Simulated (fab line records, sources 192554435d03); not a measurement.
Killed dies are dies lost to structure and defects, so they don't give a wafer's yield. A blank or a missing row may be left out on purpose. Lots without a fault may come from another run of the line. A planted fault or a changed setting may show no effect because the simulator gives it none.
Chamber matching | flow n5_finfet | N5_BEOL_M15_ETCH_57 on rie_diel-05: 4 sister chambers
The step etches SOC in N2/H2, time 750 s. 24 wafers are shown with their chamber, then 12 later ones without.

WAFERS WITH THEIR CHAMBER
wafer  | chamber | drypump_motor_current_A (A) | showerhead_plenum_p_Torr (Torr) | throttle_valve_pct (%)
L074.4 | 0       | 5.6                         | 2.50                            | 17.94
L074.5 | 3       | 6.1                         | 2.54                            | 17.89
L074.6 | 2       | 4.9                         | 2.57                            | 17.53
L075.2 | 1       | 6.5                         | 2.48                            | 17.57
L075.4 | 2       | 4.8                         | 2.57                            | 17.54
L075.6 | 2       | 4.9                         | 2.57                            | 17.53
L079.1 | 0       | 5.6                         | 2.50                            | 17.93
L079.2 | 2       | 4.9                         | 2.57                            | 17.53
L079.6 | 0       | 5.6                         | 2.50                            | 17.94
L077.1 | 3       | 6.1                         | 2.54                            | 17.91
L077.3 | 2       | 4.9                         | 2.57                            | 17.53
L077.5 | 3       | 6.1                         | 2.54                            | 17.89
L081.3 | 0       | 5.6                         | 2.50                            | 17.95
L081.4 | 2       | 4.8                         | 2.57                            | 17.56
L081.5 | 1       | 6.5                         | 2.48                            | 17.60
L082.2 | 3       | 6.1                         | 2.53                            | 17.92
L082.3 | 1       | 6.5                         | 2.47                            | 17.62
L082.5 | 3       | 6.1                         | 2.53                            | 17.92
L090.2 | 0       | 5.6                         | 2.49                            | 17.55
L090.3 | 1       | 6.5                         | 2.47                            | 17.63
L090.4 | 3       | 6.1                         | 2.53                            | 17.92
L088.1 | 0       | 5.6                         | 2.49                            | 17.54
L088.2 | 1       | 6.5                         | 2.47                            | 17.62
L088.5 | 1       | 6.5                         | 2.47                            | 17.62

SIGNATURES (means of the wafers above)
reading                  | chamber 0 | chamber 1 | chamber 2 | chamber 3 | scatter within a chamber
drypump_motor_current_A  | 5.600     | 6.500     | 4.867     | 6.100     | 0.0258
showerhead_plenum_p_Torr | 2.4967    | 2.4733    | 2.5700    | 2.5350    | 0.00456
throttle_valve_pct       | 17.8083   | 17.6100   | 17.5367   | 17.9083   | 0.103
Rule: a wafer's distance from a chamber is the root of the sum, over the readings, of the square of ((its reading less the chamber's mean) divided by the reading's scatter). The wafer belongs to the nearest chamber; if the next one is less than 2 further off, it can't be placed. The scatter: the root of (the sum of the squares of (reading less its chamber's mean) over the shown wafers, divided by (wafers less chambers)).

WAFERS WITHOUT THEIR CHAMBER
wafer  | drypump_motor_current_A (A) | showerhead_plenum_p_Torr (Torr) | throttle_valve_pct (%)
L092.2 | 6.1                         | 2.53                            | 17.93
L092.5 | 5.6                         | 2.49                            | 17.54
L092.6 | 6.1                         | 2.53                            | 17.94
L095.2 | 6.5                         | 2.47                            | 17.64
L095.3 | 5.6                         | 2.49                            | 17.55
L095.5 | 5.6                         | 2.49                            | 17.56
L094.1 | 4.9                         | 2.56                            | 17.58
L094.5 | 6.5                         | 2.47                            | 17.63
L094.6 | 5.6                         | 2.49                            | 17.54
L096.1 | 4.8                         | 2.56                            | 17.61
L096.3 | 6.1                         | 2.52                            | 17.94
L096.5 | 6.5                         | 2.46                            | 17.66

WHICH CHAMBER EACH WENT THROUGH
wafer  | from the rows above | in truth
L092.2 | 3                   | 3
L092.5 | 0                   | 0
L092.6 | 3                   | 3
L095.2 | 1                   | 1
L095.3 | 0                   | 0
L095.5 | 0                   | 0
L094.1 | 2                   | 2
L094.5 | 1                   | 1
L094.6 | 0                   | 0
L096.1 | 2                   | 2
L096.3 | 3                   | 3
L096.5 | 1                   | 1
Placed correctly: 12 of 12. Can't be placed from these rows: 0. Placed wrongly: 0.
